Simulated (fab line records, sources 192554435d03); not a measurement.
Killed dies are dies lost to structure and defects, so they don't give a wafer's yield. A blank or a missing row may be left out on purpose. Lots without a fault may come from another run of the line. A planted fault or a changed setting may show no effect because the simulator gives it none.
One fault seen from 2 desks | flow n5_finfet | each desk has only its own numbers; what lay behind them comes last

THE TOOL OWNER'S DESK: epi_rpcvd-02
The tool's own readings at N5_PMOS_HMC_CHANNEL_EPI_EPI_20 (deposits SiGe30, target thk 59 nm): means of the sampled wafers that have a number, for each lot that ran on this tool. A lot is out of limits, marked OUT, if its mean lies more than 4 standard deviations from the usual mean; the brackets give that distance.
Columns: A = chamber_pressure_Torr at N5_PMOS_HMC_CHANNEL_EPI_EPI_20, usual 20.01 Torr; B = lamp_inner_pct at N5_PMOS_HMC_CHANNEL_EPI_EPI_20, usual 12.53 %
lot  | first seen here | A     | B
L818 | day 2 06:06     | 20.01 | 12.54
L822 | day 3 06:35     | 19.96 | 12.49
L828 | day 4 17:41     | 20.02 | 12.53
L831 | day 5 12:07     | 20.04 | 12.62
L833 | day 6 00:07     | 20.00 | 12.53
L838 | day 7 06:28     | 19.97 | 12.50
This desk's finding: nothing out of limits on any of the 6 lots.

THE METROLOGY DESK
What the gauges read, lot by lot, whatever tool the lot ran on: means of the sampled wafers that have a number. A lot is out of limits, marked OUT, if its mean lies more than 4 standard deviations from the usual mean; the brackets give that distance. Of its 11 readings 7 are shown: those that lie furthest out on some lot.
Columns: A = DIBL_P at N5_BEOL_M4_RC_MEAS_101, usual 36.3 mV/V; B = IOFF_N at N5_BEOL_M4_RC_MEAS_101, usual 0.16 nA/um; C = IOFF_P at N5_BEOL_M4_RC_MEAS_101, usual 0.21 nA/um; D = ION_N at N5_BEOL_M4_RC_MEAS_101, usual 678 uA/um; E = ION_P at N5_BEOL_M4_RC_MEAS_101, usual 465 uA/um; F = VT_N at N5_BEOL_M4_RC_MEAS_101, usual 249 mV; G = VT_P at N5_BEOL_M4_RC_MEAS_101, usual -250.0 mV
lot  | first seen here | A    | B    | C    | D   | E   | F   | G
L818 | day 2 08:48     | 36.6 | 0.16 | 0.20 | 674 | 458 | 252 | -252.4
L819 | day 2 15:04     | 32.2 | 0.11 | 0.17 | 656 | 455 | 255 | -252.9
L822 | day 3 09:35     | 37.0 | 0.16 | 0.21 | 681 | 467 | 249 | -249.2
L828 | day 4 20:14     | 40.2 | 0.24 | 0.30 | 701 | 480 | 244 | -246.4
L831 | day 5 14:55     | 38.6 | 0.21 | 0.25 | 692 | 467 | 245 | -247.7
L833 | day 6 03:01     | 35.7 | 0.15 | 0.20 | 664 | 464 | 252 | -249.8
L835 | day 6 14:52     | 35.2 | 0.14 | 0.20 | 675 | 464 | 250 | -249.8
L836 | day 6 21:23     | 34.1 | 0.14 | 0.20 | 677 | 468 | 251 | -248.0
L837 | day 7 03:26     | 37.4 | 0.18 | 0.19 | 678 | 453 | 250 | -254.4
L838 | day 7 08:44     | 39.0 | 0.21 | 0.27 | 693 | 470 | 244 | -246.3
This desk's finding: nothing out of limits on any of the 10 lots.

PUT TOGETHER
The tool owner's desk saw nothing out of limits.
The metrology desk saw nothing out of limits.

WHAT THE SIMULATOR HAD PUT IN
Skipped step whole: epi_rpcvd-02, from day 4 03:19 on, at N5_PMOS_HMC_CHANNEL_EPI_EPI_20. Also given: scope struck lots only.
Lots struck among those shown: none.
